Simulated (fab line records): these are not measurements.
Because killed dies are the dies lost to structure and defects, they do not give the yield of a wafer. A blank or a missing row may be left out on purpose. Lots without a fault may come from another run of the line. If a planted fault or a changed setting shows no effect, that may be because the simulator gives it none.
Chamber matching | flow n5Finfet | rieDiel-04 running N5_BEOL_M2_ETCH_63: 4 sister chambers
The step etches SiARC in CF4, target depth 15.6 nm, time 26 s. 18 wafers are shown with their chamber, then 9 later ones without.

## WAFERS WITH THEIR CHAMBER
wafer  | chamber | showerheadPlenumPTorr (Torr) | throttleValvePct (%) | drypumpMotorCurrentA (A)
L078.2 | 2       | 2.09                         | 15.26                | 5.4
L078.3 | 0       | 2.06                         | 15.50                | 5.9
L078.4 | 3       | 2.11                         | 15.32                | 6.0
L079.1 | 3       | 2.11                         | 15.34                | 6.0
L079.2 | 0       | 2.06                         | 15.51                | 5.9
L079.6 | 0       | 2.06                         | 15.51                | 5.9
L081.1 | 3       | 2.11                         | 15.31                | 6.1
L081.3 | 0       | 2.06                         | 15.51                | 6.0
L081.6 | 1       | 2.18                         | 15.59                | 5.4
L083.1 | 1       | 2.18                         | 15.59                | 5.4
L083.4 | 2       | 2.09                         | 15.27                | 5.4
L083.5 | 3       | 2.11                         | 15.34                | 6.0
L084.2 | 2       | 2.09                         | 15.30                | 5.3
L084.3 | 0       | 2.06                         | 15.51                | 5.9
L084.6 | 2       | 2.09                         | 15.27                | 5.4
L085.2 | 1       | 2.17                         | 15.60                | 5.4
L085.4 | 2       | 2.09                         | 15.28                | 5.4
L085.5 | 1       | 2.17                         | 15.61                | 5.4

SIGNATURES (means of the wafers above)
reading               | chamber 0 | chamber 1 | chamber 2 | chamber 3 | scatter within a chamber
showerheadPlenumPTorr | 2.0600    | 2.1750    | 2.0900    | 2.1100    | 0.00267
throttleValvePct      | 15.5080   | 15.5975   | 15.2760   | 15.3275   | 0.0118
drypumpMotorCurrentA  | 5.920     | 5.400     | 5.380     | 6.025     | 0.041
Rule: for a wafer and a chamber, the distance is found by dividing, reading by reading, the gap between the wafer's reading and the chamber's mean by the reading's scatter, squaring, summing and taking the root. The wafer belongs to the nearest chamber; if the next one is less than 2 further off, it can't be placed. The scatter is the square root of a quotient: the sum, over the shown wafers, of each reading's squared deviation from its chamber's mean, divided by wafers minus chambers.

## WAFERS WHOSE CHAMBER IS MISSING
wafer  | showerheadPlenumPTorr (Torr) | throttleValvePct (%) | drypumpMotorCurrentA (A)
L089.1 | 2.17                         | 15.63                | 5.4
L089.2 | 2.09                         | 15.32                | 5.3
L089.3 | 2.05                         | 15.55                | 5.9
L093.2 | 2.10                         | 15.37                | 6.0
L093.3 | 2.05                         | 15.57                | 5.9
L093.4 | 2.17                         | 15.64                | 5.4
L097.2 | 2.05                         | 15.58                | 5.9
L097.4 | 2.10                         | 15.40                | 6.0
L097.6 | 2.10                         | 15.39                | 6.0

## EACH ONE'S CHAMBER
wafer  | from the rows above | in truth
L089.1 | 1                   | 1
L089.2 | 2                   | 2
L089.3 | 0                   | 0
L093.2 | 3                   | 3
L093.3 | 0                   | 0
L093.4 | 1                   | 1
L097.2 | 0                   | 0
L097.4 | 3                   | 3
L097.6 | 3                   | 3
Correctly placed: 9 of 9. Left unplaced by these rows: 0. Number placed wrongly: 0.
